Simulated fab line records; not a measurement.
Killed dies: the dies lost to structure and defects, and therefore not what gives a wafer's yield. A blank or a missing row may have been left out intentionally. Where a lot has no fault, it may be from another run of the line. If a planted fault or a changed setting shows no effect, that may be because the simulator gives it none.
fab line records	flow n5_finfet	part 1 of 2: steps 1 to 4 of 6
[record] lots = 22	wafers = 66	last_day = 18
route steps=1938 shown BEOL_M0_SAQP@700 BEOL_M0_CUTY@708 BEOL_M0@721 BEOL_M1@789
lots that met no fault: taken from a fault-free run of the same line
start_h: hours from the record's opening day to when the first of the lot's shown wafers began	wait_h: how many hours have passed since the lot's step before this one	" repeats the value in the row above	L1.1+2: several wafers, shown together as one row	- value missing, or start not given	* or withheld: withheld	< > ~ a bound
route shown NAME@n: NAME is a module with steps in the file, n the number in the route of the first one	usual: mean and standard deviation over wafers with no fault	same: alike in all rows	chamber/n: place in a boat	sites: each site's reading	_std_site: their standard deviation	_edge_site: mean of outer sites minus mean of inner sites	radius_mm: for every site, how far away it sits from the centre of the wafer	mask NAME#n: copy n	behind: tool/chamber where the wafer was last shaped	hold: reason for holding the lot/hours on hold/outcome of the hold	device: names the non-switching transistor (n, p or np)	end of line: the same wafers' tests at the end of the route	for a step that has no rows: nothing shown but its recipe	killed: at the first sort, the dies lost to defects and structure; wafer yield is something else	map: per-die view of a wafer (x killed, . not killed, _ where there is no die)
set.NAME: the run value of the setting; set.NAME@STEP: its run value at that earlier step	model.NAME: the simulator's own value behind a step, which no gauge read
a sample of lots followed through the steps of the route, with each step as a table and each wafer as a row
services: from which hour (start_h, from the record's first day; less than 0 if before it) a tool's chamber was out of use, for how many hours, and why
[[steps]]
[step N5_BEOL_M0_SAQP_STRIP_75]
[recipe] chemistry = CF4	resist = SiARC	power_w = 300	bias_power_w = 75	pressure_mtorr = 50	cf4_flow_sccm = 150	rf_frequency_hz = 6e+07
[usual] drypump_motor_current_A = 5.9/0.39	oes_product_au = 0.175/0.017	rf_vpp_V = 271.5/1.3	showerhead_plenum_p_Torr = 1.81/0.046	throttle_valve_pct = 13.65/0.29
lot.wafer	tool	chamber	start_h	wait_h	drypump_motor_current_A	oes_product_au	rf_hours_counter_h	rf_vpp_V	showerhead_plenum_p_Torr	throttle_valve_pct
L074.2	rie_diel-03	3	114.83	0.1	6.3	0.160	243	272.1	1.83	13.59
L074.5	"	1	"	"	5.7	0.169	-	273.0	1.87	13.78
L074.6	"	0	"	"	6.2	0.168	-	272.7	1.84	13.89
L075.2	rie_diel-03	1	119.36	0.1	5.7	0.162	175	273.1	1.87	13.78
L075.3	"	0	"	"	6.2	0.165	210	273.8	1.84	13.89
L075.5	"	1	"	"	5.7	0.167	-	270.1	1.87	13.78
L076.1	rie_diel-04	3	126.21	0.1	5.3	0.177	169	271.7	1.85	13.85
L076.2	"	2	"	"	6.4	0.160	216	272.6	1.83	13.88
L076.5	"	2	"	"	6.4	0.159	-	273.2	1.83	13.86
L077.1	rie_diel-03	3	133.12	0.1	6.3	0.159	252	272.5	1.82	13.60
L077.2	"	1	"	"	5.7	0.163	182	273.2	1.87	13.80
L077.5	"	3	"	"	6.3	0.157	-	270.9	1.82	13.61
L078.1	rie_diel-04	3	136.41	0.1	5.3	0.175	173	273.1	1.85	13.87
L078.4	"	1	"	"	6.3	0.176	130	274.0	1.86	13.50
L078.6	"	3	"	"	5.3	0.170	-	273.0	1.85	13.86
L080.1	rie_diel-04	0	153.65	0.1	6.1	0.203	57	272.4	1.83	13.16
L080.3	"	2	"	"	6.4	0.158	224	271.6	1.83	13.88
L080.4	"	3	"	"	5.3	0.168	178	272.0	1.85	13.87
L081.2	rie_diel-04	2	157.57	0.1	6.4	0.160	225	271.2	1.83	13.90
L081.5	"	3	"	"	5.3	0.173	-	272.0	1.85	13.89
L081.6	"	0	"	"	6.1	0.201	-	270.8	1.83	13.16
L082.1	rie_diel-03	1	161.49	0.1	5.7	0.164	193	272.9	1.87	13.83
L082.5	"	1	"	"	5.7	0.161	-	273.4	1.87	13.83
L082.6	"	0	"	"	6.2	0.158	-	271.4	1.83	13.93
L083.1	rie_diel-06	0	165.77	0.1	5.4	0.166	186	270.4	1.79	14.05
L083.3	"	3	"	"	6.0	0.162	193	268.0	1.71	13.90
L083.4	"	2	"	"	5.5	0.183	74	269.0	1.74	13.49
L084.1	rie_diel-03	0	175.99	0.1	6.2	0.161	234	271.6	1.83	13.95
L084.3	"	1	"	"	5.7	0.162	199	271.2	1.86	13.83
L084.6	"	1	"	"	5.7	0.160	-	271.0	1.86	13.82
L085.1	rie_diel-06	3	178.41	0.1	6.0	0.168	196	269.9	1.71	13.91
L085.3	"	0	"	"	5.4	0.169	189	271.4	1.79	14.06
L085.6	"	2	"	"	5.5	0.190	-	271.2	1.74	13.49
L086.3	rie_diel-04	2	189.07	0.1	6.3	0.154	235	272.9	1.83	13.92
L086.4	"	1	"	"	6.3	0.177	146	272.9	1.85	13.53
L086.5	"	1	"	"	6.3	0.170	-	272.5	1.85	13.51
L087.1	rie_diel-04	2	194.31	0.1	6.4	0.152	237	272.0	1.82	13.92
L087.4	"	0	"	"	6.1	0.195	71	272.6	1.83	13.19
L087.5	"	1	"	"	6.3	0.178	-	272.4	1.85	13.52
L088.1	rie_diel-04	3	196.89	0.1	5.3	0.173	192	272.4	1.84	13.90
L088.3	"	0	"	"	6.1	0.201	72	271.2	1.83	13.21
L088.6	"	0	"	"	6.1	0.200	-	272.0	1.83	13.21
L089.1	rie_diel-06	3	210.12	0.1	6.0	0.164	206	269.2	1.71	13.92
L089.3	"	0	"	"	5.4	0.169	199	269.8	1.79	14.09
L089.5	"	2	"	"	5.5	0.188	-	270.2	1.74	13.50
L090.2	rie_diel-06	0	210.69	0.1	5.4	0.162	199	268.9	1.79	14.08
L090.4	"	2	"	"	5.5	0.180	87	270.4	1.74	13.49
L090.6	"	2	"	"	5.5	0.186	-	270.1	1.74	13.50
L091.1	rie_diel-03	2	218.46	0.1	5.7	0.189	83	269.8	1.75	13.37
L091.5	"	0	"	"	6.2	0.164	-	271.7	1.83	13.95
L091.6	"	1	"	"	5.8	0.155	-	273.0	1.86	13.86
L092.4	rie_diel-06	0	222.31	0.1	5.4	0.164	200	271.3	1.79	14.09
L092.5	"	1	"	"	5.3	0.175	-	272.2	1.79	13.58
L092.6	"	2	"	"	5.5	0.182	-	271.8	1.74	13.53
L093.2	rie_diel-03	1	226.79	0.1	5.7	0.164	214	271.7	1.86	13.87
L093.4	"	3	"	"	6.3	0.202	-	271.9	1.82	13.05
L093.5	"	1	"	"	5.7	0.159	-	271.5	1.86	13.86
L094.2	rie_diel-06	3	230.89	0.1	6.0	0.166	215	269.7	1.70	13.95
L094.4	"	1	"	"	5.3	0.166	157	272.3	1.79	13.60
L094.6	"	3	"	"	6.0	0.162	-	269.0	1.70	13.95
L095.1	rie_diel-04	3	235.62	0.1	5.3	0.166	204	272.8	1.84	13.93
L095.4	"	3	"	"	5.3	0.171	-	272.3	1.84	13.93
L095.5	"	0	"	"	6.1	0.196	-	272.0	1.82	13.25
L097.4	rie_diel-03	0	257.37	0.1	6.2	0.226	2	271.5	1.83	13.39
L097.5	"	3	"	"	6.4	0.210	-	271.2	1.81	13.07
L097.6	"	2	"	"	5.7	0.184	-	270.5	1.74	13.41
[step N5_BEOL_M0_CUTY_CD_MEAS_57]
[recipe] target_cd_nm = 200	landing_energy_ev = 500	detector = se_inlens	polarity = line
[usual] cd_nm = 200.4/0.83
[same] landing_energy_ev = 500
lot.wafer	tool	chamber	start_h	wait_h	cd_nm
L074.2	cd_sem-02	0	115.10	-	200.8
L074.5	"	0	"	"	201.2
L074.6	"	0	"	"	200.4
L075.2	cd_sem-03	0	119.75	-	200.4
L075.3	"	0	"	"	200.7
L075.5	"	0	"	"	201.3
L076.1	cd_sem-03	0	126.47	-	200.3
L076.2	"	0	"	"	201.2
L076.5	"	0	"	"	200.8
L077.1	cd_sem-03	0	133.39	-	201.6
L077.2	"	0	"	"	201.4
L077.5	"	0	"	"	201.1
L078.1	cd_sem-03	0	136.81	-	199.5
L078.4	"	0	"	"	200.0
L078.6	"	0	"	"	200.3
L080.1	cd_sem-03	0	154.05	-	199.8
L080.3	"	0	"	"	199.4
L080.4	"	0	"	"	199.1
L081.2	cd_sem-03	0	157.88	-	200.3
L081.5	"	0	"	"	200.8
L081.6	"	0	"	"	201.2
L082.1	cd_sem-02	0	161.89	-	198.7
L082.5	"	0	"	"	199.9
L082.6	"	0	"	"	199.5
L083.1	cd_sem-02	0	166.17	-	201.2
L083.3	"	0	"	"	202.3
L083.4	"	0	"	"	200.9
L084.1	cd_sem-02	0	176.26	-	200.0
L084.3	"	0	"	"	200.7
L084.6	"	0	"	"	201.1
L085.1	cd_sem-03	0	178.80	-	199.6
L085.3	"	0	"	"	199.4
L085.6	"	0	"	"	199.4
L086.3	cd_sem-02	0	189.46	-	200.5
L086.4	"	0	"	"	199.8
L086.5	"	0	"	"	201.0
L087.1	cd_sem-03	0	194.57	-	201.6
L087.4	"	0	"	"	200.3
L087.5	"	0	"	"	199.9
L088.1	cd_sem-03	0	197.28	-	199.3
L088.3	"	0	"	"	200.8
L088.6	"	0	"	"	200.6
L089.1	cd_sem-01	0	210.51	-	199.8
L089.3	"	0	"	"	200.1
L089.5	"	0	"	"	199.0
L090.2	cd_sem-01	0	210.96	-	198.4
L090.4	"	0	"	"	199.7
L090.6	"	0	"	"	200.3
L091.1	cd_sem-01	0	218.85	-	201.6
L091.5	"	0	"	"	200.9
L091.6	"	0	"	"	200.2
L092.4	cd_sem-02	0	222.58	-	200.6
L092.5	"	0	"	"	200.9
L092.6	"	0	"	"	200.3
L093.2	cd_sem-02	0	227.19	-	200.9
L093.4	"	0	"	"	201.2
L093.5	"	0	"	"	200.7
L094.2	cd_sem-02	0	231.28	-	200.4
L094.4	"	0	"	"	201.7
L094.6	"	0	"	"	201.2
L095.1	cd_sem-01	0	236.01	-	200.7
L095.4	"	0	"	"	201.3
L095.5	"	0	"	"	200.1
L097.4	cd_sem-03	0	257.77	-	200.3
L097.5	"	0	"	"	199.2
L097.6	"	0	"	"	199.6
[step N5_BEOL_M0_CUTY_ETCH_62]
[recipe] chemistry = CF4	target = SiARC	mask_material = CAR-ArF-block	time_s = 58.5	ion_energy_ev = 80	pressure_mtorr = 40	source_w = 545	bias_w = 36	Ar_flow_sccm = 100	cf4_flow_sccm = 100	ends = cleared
[usual] drypump_motor_current_A = 5.9/0.56	etch_rf_on_time_s = 58.2/1.3	oes_product_au = 0.68/0.078	rf_vpp_V = 184.6/1.3	showerhead_plenum_p_Torr = 2.18/0.08	throttle_valve_pct = 15.53/0.18
lot.wafer	tool	chamber	start_h	wait_h	drypump_motor_current_A	etch_rf_on_time_s	oes_product_au	rf_hours_counter_h	rf_vpp_V	showerhead_plenum_p_Torr	throttle_valve_pct
L074.2	rie_diel-02	0	115.46	0.0	6.3	58.1	0.62	184	185.8	2.22	15.39
L074.5	"	3	"	"	6.0	56.5	0.83	-	186.3	2.29	15.61
L074.6	"	0	"	"	6.3	58.1	0.62	-	183.8	2.22	15.38
L075.2	rie_diel-01	3	119.87	0.0	5.1	57.3	0.76	33	183.5	2.11	15.34
L075.3	"	2	"	"	4.9	59.3	0.62	171	184.1	2.05	15.57
L075.5	"	3	"	"	5.1	57.4	0.75	-	183.2	2.11	15.32
L076.1	rie_diel-02	0	126.60	0.0	6.2	58.6	0.62	188	183.4	2.22	15.40
L076.2	"	2	"	"	5.6	56.7	0.71	67	185.2	2.16	15.46
L076.5	"	2	"	"	5.6	57.1	0.73	-	186.0	2.16	15.46
L077.1	rie_diel-05	0	133.51	0.0	5.6	59.6	0.59	227	184.7	2.21	15.96
L077.2	"	2	"	"	5.5	60.8	0.61	171	184.7	2.22	15.77
L077.5	"	2	"	"	5.6	60.8	0.61	-	184.2	2.22	15.78
L078.1	rie_diel-01	2	136.93	0.0	4.9	59.0	0.62	176	181.7	2.05	15.58
L078.4	"	0	"	"	6.8	61.0	0.63	152	185.9	2.15	15.70
L078.6	"	3	"	"	5.1	56.8	0.76	-	184.0	2.11	15.32
L080.1	rie_diel-01	3	154.49	0.0	5.1	57.1	0.74	44	184.7	2.11	15.37
L080.3	"	1	"	"	6.2	56.8	0.72	84	185.7	2.25	15.52
L080.4	"	2	"	"	4.9	58.7	0.61	183	181.6	2.05	15.61
L081.2	rie_diel-02	3	158.31	0.0	6.0	57.4	0.78	27	185.6	2.29	15.64
L081.5	"	0	"	"	6.2	58.5	0.61	-	184.8	2.22	15.40
L081.6	"	3	"	"	6.0	57.9	0.78	-	186.5	2.29	15.62
L082.1	rie_diel-05	3	162.07	0.0	6.2	55.0	0.63	227	181.8	2.04	15.62
L082.5	"	0	"	"	5.7	58.5	0.59	-	184.9	2.21	15.94
L082.6	"	3	"	"	6.2	55.1	0.62	-	181.5	2.04	15.61
L083.1	rie_diel-02	2	166.30	0.0	5.7	57.5	0.70	81	184.9	2.15	15.48
L083.3	"	1	"	"	6.5	58.5	0.79	17	186.0	2.28	15.24
L083.4	"	0	"	"	6.3	58.3	0.61	201	184.9	2.22	15.41
L084.1	rie_diel-02	3	176.38	0.0	6.0	57.3	0.79	32	183.7	2.28	15.64
L084.3	"	0	"	"	6.2	58.0	0.60	204	186.9	2.21	15.41
L084.6	"	2	"	"	5.6	57.5	0.70	-	184.4	2.15	15.50
L085.1	rie_diel-05	0	179.40	0.0	5.6	58.9	0.58	242	184.7	2.20	15.98
L085.3	"	1	"	"	6.5	58.9	0.61	202	184.2	2.11	15.31
L085.6	"	0	"	"	5.6	58.6	0.59	-	185.1	2.20	15.98
L086.3	rie_diel-01	2	189.58	0.0	4.9	60.6	0.61	196	183.9	2.04	15.63
L086.4	"	1	"	"	6.1	57.1	0.70	97	184.4	2.25	15.56
L086.5	"	3	"	"	5.1	57.4	0.73	-	182.1	2.10	15.36
L087.1	rie_diel-01	1	194.70	0.0	6.1	58.0	0.70	98	185.6	2.25	15.54
L087.4	"	2	"	"	4.9	59.8	0.60	197	181.8	2.04	15.60
L087.5	"	1	"	"	6.2	57.7	0.70	-	185.2	2.24	15.54
L088.1	rie_diel-01	1	197.41	0.0	6.1	57.5	0.70	99	184.9	2.24	15.55
L088.3	"	0	"	"	6.8	61.8	0.61	174	183.1	2.14	15.75
L088.6	"	1	"	"	6.1	57.4	0.70	-	185.6	2.24	15.55
L089.1	rie_diel-02	3	210.67	0.0	6.0	57.3	0.77	43	185.1	2.28	15.66
L089.3	"	0	"	"	6.2	57.9	0.60	215	185.4	2.21	15.44
L089.5	"	0	"	"	6.2	58.3	0.60	-	185.7	2.21	15.45
L090.2	rie_diel-02	3	211.08	0.0	5.9	57.4	0.76	43	185.2	2.28	15.67
L090.4	"	2	"	"	5.7	57.2	0.69	98	183.8	2.15	15.51
L090.6	"	1	"	"	6.5	59.0	0.76	-	185.1	2.27	15.27
L091.1	rie_diel-02	2	218.98	0.0	5.7	57.5	0.68	100	184.2	2.15	15.52
L091.5	"	0	"	"	6.2	58.1	0.60	-	184.2	2.21	15.45
L091.6	"	3	"	"	5.9	57.0	0.76	-	185.4	2.28	15.66
L092.4	rie_diel-02	1	222.93	0.0	6.5	59.2	0.76	37	184.2	2.27	15.30
L092.5	"	3	"	"	6.0	57.3	0.76	-	185.7	2.28	15.67
L092.6	"	2	"	"	5.7	57.9	0.68	-	185.4	2.15	15.53
L093.2	rie_diel-05	0	227.31	0.0	5.6	58.2	0.88	0	184.4	2.20	15.52
L093.4	"	2	"	"	5.6	60.3	0.59	-	185.0	2.21	15.86
L093.5	"	1	"	"	6.5	59.7	0.60	-	184.1	2.11	15.35
L094.2	rie_diel-01	1	231.40	0.0	6.2	55.4	0.70	112	185.4	2.24	15.56
L094.4	"	2	"	"	4.9	59.6	0.59	211	182.9	2.04	15.65
L094.6	"	1	"	"	6.2	56.2	0.69	-	185.5	2.24	15.57
L095.1	rie_diel-01	3	236.14	0.0	5.1	57.8	0.70	72	181.9	2.10	15.41
L095.4	"	1	"	"	6.1	56.3	0.69	113	185.9	2.24	15.57
L095.5	"	3	"	"	5.1	57.6	0.71	-	183.0	2.10	15.40
L097.4	rie_diel-02	3	257.93	0.0	6.0	56.6	0.74	59	185.8	2.27	15.70
L097.5	"	1	"	"	6.5	58.3	0.75	-	185.8	2.27	15.32
L097.6	"	0	"	"	6.3	58.1	0.59	-	185.2	2.21	15.47
[step N5_BEOL_M0_TRENCH_ETCH_107]
[recipe] chemistry = C4F6/O2	target_depth_a = 328	target = SiOC	time_s = 16.4	ion_energy_ev = 250	pressure_mtorr = 30	source_w = 355	bias_w = 185	Ar_flow_sccm = 300	C4F6_flow_sccm = 10	O2_flow_sccm = 10
[usual] C4F6_flow_sccm = 9.998/0.028	drypump_motor_current_A = 6.0/0.51	oes_product_au = 0.77/0.092	rf_vpp_V = 667/13	showerhead_plenum_p_Torr = 2.88/0.11	throttle_valve_pct = 20.80/0.27
lot.wafer	tool	chamber	start_h	wait_h	C4F6_flow_sccm	drypump_motor_current_A	oes_product_au	rf_hours_counter_h	rf_vpp_V	showerhead_plenum_p_Torr	throttle_valve_pct
L074.2	rie_diel-02	1	118.71	0.0	9.957	6.5	1.01	0	677	3.02	20.41
L074.5	"	2	"	"	10.008	5.7	0.84	-	672	2.86	20.71
L074.6	"	1	"	"	9.990	6.5	1.00	-	675	3.02	20.41
L075.2	rie_diel-02	1	121.75	0.0	10.016	6.6	0.99	1	674	3.02	20.42
L075.3	"	3	"	"	9.998	6.0	0.94	14	657	3.04	20.96
L075.5	"	3	"	"	9.968	6.0	0.94	-	656	3.04	20.95
L076.1	rie_diel-01	3	127.59	0.0	10.018	5.1	0.89	35	654	2.81	20.66
L076.2	"	0	"	"	9.992	6.8	0.75	148	680	2.87	21.05
L076.5	"	3	"	"	10.020	5.1	0.88	-	653	2.81	20.66
L077.1	rie_diel-02	3	136.00	0.0	9.988	6.0	0.93	19	655	3.04	20.95
L077.2	"	0	"	"	9.981	6.2	0.72	191	677	2.94	20.50
L077.5	"	1	"	"	9.956	6.5	0.96	-	677	3.02	20.41
L078.1	rie_diel-05	1	137.60	0.0	9.997	6.5	0.72	188	675	2.82	20.41
L078.4	"	3	"	"	10.018	6.3	0.72	221	644	2.70	20.77
L078.6	"	3	"	"	10.007	6.2	0.72	-	644	2.71	20.79
L080.1	rie_diel-02	2	158.60	0.0	10.001	5.6	0.83	79	673	2.86	20.73
L080.3	"	1	"	"	10.065	6.5	0.93	14	674	3.02	20.42
L080.4	"	3	"	"	10.024	6.0	0.93	27	656	3.04	20.99
L081.2	rie_diel-05	1	158.96	0.0	9.983	6.5	0.73	194	676	2.81	20.41
L081.5	"	3	"	"	9.990	6.2	0.72	-	645	2.70	20.78
L081.6	"	0	"	"	9.983	5.6	0.69	-	684	2.94	21.21
L082.1	rie_diel-02	3	162.76	0.0	9.923	6.0	0.91	29	656	3.04	20.98
L082.5	"	1	"	"	9.980	6.5	0.92	-	675	3.02	20.45
L082.6	"	0	"	"	9.971	6.2	0.71	-	679	2.93	20.52
L083.1	rie_diel-05	1	169.25	0.0	10.006	6.5	0.72	198	675	2.81	20.41
L083.3	"	0	"	"	9.989	5.6	0.69	237	683	2.93	21.19
L083.4	"	3	"	"	9.974	6.2	0.73	229	642	2.70	20.79
L084.1	rie_diel-05	3	178.57	0.0	10.006	6.3	0.72	233	644	2.70	20.79
L084.3	"	0	"	"	10.020	5.6	0.69	241	682	2.93	21.21
L084.6	"	0	"	"	9.999	5.6	0.69	-	684	2.93	21.21
L085.1	rie_diel-05	3	182.11	0.0	9.988	6.2	0.72	235	645	2.70	20.81
L085.3	"	0	"	"	9.957	5.6	0.69	243	683	2.93	21.22
L085.6	"	2	"	"	10.029	5.6	0.71	-	659	2.96	21.15
L086.3	rie_diel-05	2	190.27	0.0	9.978	5.6	0.71	190	658	2.96	21.16
L086.4	"	3	"	"	9.998	6.2	0.71	238	645	2.70	20.80
L086.5	"	3	"	"	10.003	6.2	0.71	-	645	2.70	20.79
L087.1	rie_diel-01	2	199.59	0.0	10.018	4.9	0.70	200	660	2.71	20.85
L087.4	"	3	"	"	10.027	5.1	0.84	59	654	2.80	20.69
L087.5	"	2	"	"	10.029	4.9	0.71	-	660	2.71	20.86
L088.1	rie_diel-05	2	199.69	0.0	9.991	5.6	0.71	194	660	2.96	21.17
L088.3	"	0	"	"	9.986	5.6	0.68	249	684	2.93	21.22
L088.6	"	0	"	"	9.972	5.6	0.68	-	682	2.93	21.24
L089.1	rie_diel-01	1	211.43	0.0	10.024	6.2	0.81	104	677	2.99	20.89
L089.3	"	3	"	"	9.979	5.1	0.83	63	653	2.80	20.70
L089.5	"	3	"	"	9.980	5.1	0.84	-	653	2.80	20.68
L090.2	rie_diel-05	3	212.92	0.0	9.955	6.3	0.71	246	644	2.69	20.81
L090.4	"	1	"	"	9.958	6.5	0.71	-	676	2.80	20.47
L090.6	"	2	"	"	10.011	5.6	0.70	-	658	2.96	21.19
L091.1	rie_diel-02	3	220.66	0.0	10.017	6.0	0.89	46	656	3.03	20.99
L091.5	"	1	"	"	10.027	6.5	0.89	-	675	3.01	20.49
L091.6	"	2	"	"	9.987	5.7	0.80	-	674	2.85	20.77
L092.4	rie_diel-05	3	224.14	0.0	10.009	6.2	0.71	-	645	2.69	20.83
L092.5	"	1	"	"	9.983	6.5	0.70	-	675	2.80	20.47
L092.6	"	2	"	"	10.040	5.6	0.70	-	660	2.95	21.19
L093.2	rie_diel-01	1	229.08	0.0	10.001	6.2	0.81	111	677	2.99	20.89
L093.4	"	3	"	"	9.978	5.1	0.82	69	651	2.80	20.71
L093.5	"	2	"	"	9.973	4.9	0.69	-	658	2.71	20.87
L094.2	rie_diel-02	2	233.69	0.0	10.037	5.7	0.79	106	672	2.85	20.77
L094.4	"	1	"	"	9.999	6.5	0.88	40	675	3.01	20.47
L094.6	"	1	"	"	10.008	6.5	0.87	-	676	3.01	20.48
L095.1	rie_diel-02	1	239.63	0.0	9.966	6.5	0.89	41	674	3.00	20.47
L095.4	"	0	"	"	9.971	6.2	0.69	225	677	2.92	20.57
L095.5	"	1	"	"	10.019	6.5	0.89	-	674	3.00	20.49
L097.4	rie_diel-05	1	260.19	0.0	10.023	6.5	0.69	-	676	2.79	20.50
L097.5	"	3	"	"	10.008	6.2	0.98	-	654	3.03	20.53
L097.6	"	0	"	"	10.074	5.7	0.97	-	683	2.92	20.92
